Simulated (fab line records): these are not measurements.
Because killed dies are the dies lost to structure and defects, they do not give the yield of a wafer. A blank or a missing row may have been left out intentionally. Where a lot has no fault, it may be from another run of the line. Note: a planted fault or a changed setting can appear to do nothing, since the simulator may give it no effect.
Problem report in the 8D (eight disciplines) form, filled by code ; flow n5Finfet ; the parts of the form that need people (team, actions taken, sign-off) are left out

== 1. WHAT IS WRONG ==
Wafers without a fault read 1500.0 rpm, standard deviation 0.92; spinSpeedRpm at N5_SD_EPI_P_COAT_03 reads a mean of 1208.3 rpm on 9 wafers belonging to 3 lots. That is -99 or more standard deviations from the usual mean.
The step: resist thk 150 nm.
Earliest sighting: wafer L964.2 on lithoTrack-05 at day 7 17:14. The record has a number at this step for 27 wafers belonging to 9 lots. Rule for "out" (also "out of limits"): further than 4 standard deviations from the usual mean. The other wafers with a number count as sound.

== 2. WHAT THIS IS AND IS NOT ==
question;is;is not
which readings at this step;spinSpeedRpm;-
which lots;L964, L965, L966;L948, L956, L957, L958, L968, L969
which wafers of those lots;all that have a number;-
read on which tools;lithoTrack-05;lithoTrack-02, lithoTrack-04
when;from day 7 17:14;"up to then (9 sound wafers); but 9 sound wafers of L948, L968, L969 came after"

== 3. SUSPECTS, AND WHAT RULES EACH OUT ==
Counting: a tool at a process step up to the reading stays a suspect if it ran every lot that is out and no sound lot after the first of them.
- lithoTrack-05 at N5_SD_EPI_P_COAT_03 (resist thk 150 nm): kept. It ran every lot that is out, first L964 (day 7 17:14), and no sound lot after that; its last sound lot up to then is L958 (day 6 04:44). Out on those wafers are its own readings of spinSpeedRpm.
After counting, what remains is lithoTrack-05 at N5_SD_EPI_P_COAT_03.

== 4. THE CAUSE (what the simulator had put in) ==
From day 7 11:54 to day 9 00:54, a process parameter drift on lithoTrack-05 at N5_SD_EPI_P_COAT_03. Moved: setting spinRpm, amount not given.
After counting, this tool was the only one left.

== 5. SEQUENCE OF EFFECTS, ordered by route ==
Rows list readings where the struck wafers' mean (over those with a number) sits beyond 3 standard deviations from the usual. Readings are gone through only where the record gives a usual standard deviation; hours: the median, over the lots, of the time from a lot's start at the first step in this table giving one to that lot's start at this step; sigmas: the change measured in usual standard deviations.
hours;step;reading;usual;on struck wafers;change;sigmas
0;N5_SD_EPI_P_COAT_03;spinSpeedRpm;1500.0 rpm;1208.3;-291.7;-99 or more
Process steps it contains:
- N5_SD_EPI_P_COAT_03: resist thk 150 nm.
At these later measuring or inspecting steps, every struck wafer for which the step has a row has a number for every such reading, and none has moved that far: N5_SD_EPI_P_CD_MEAS_09, N5_BEOL_M4_RC_MEAS_101.

== 6. HOW IT WOULD HAVE BEEN CAUGHT EARLIER ==
The fault began at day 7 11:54; the first out-of-limits reading in this record came at day 7 17:14, 5 hours later.
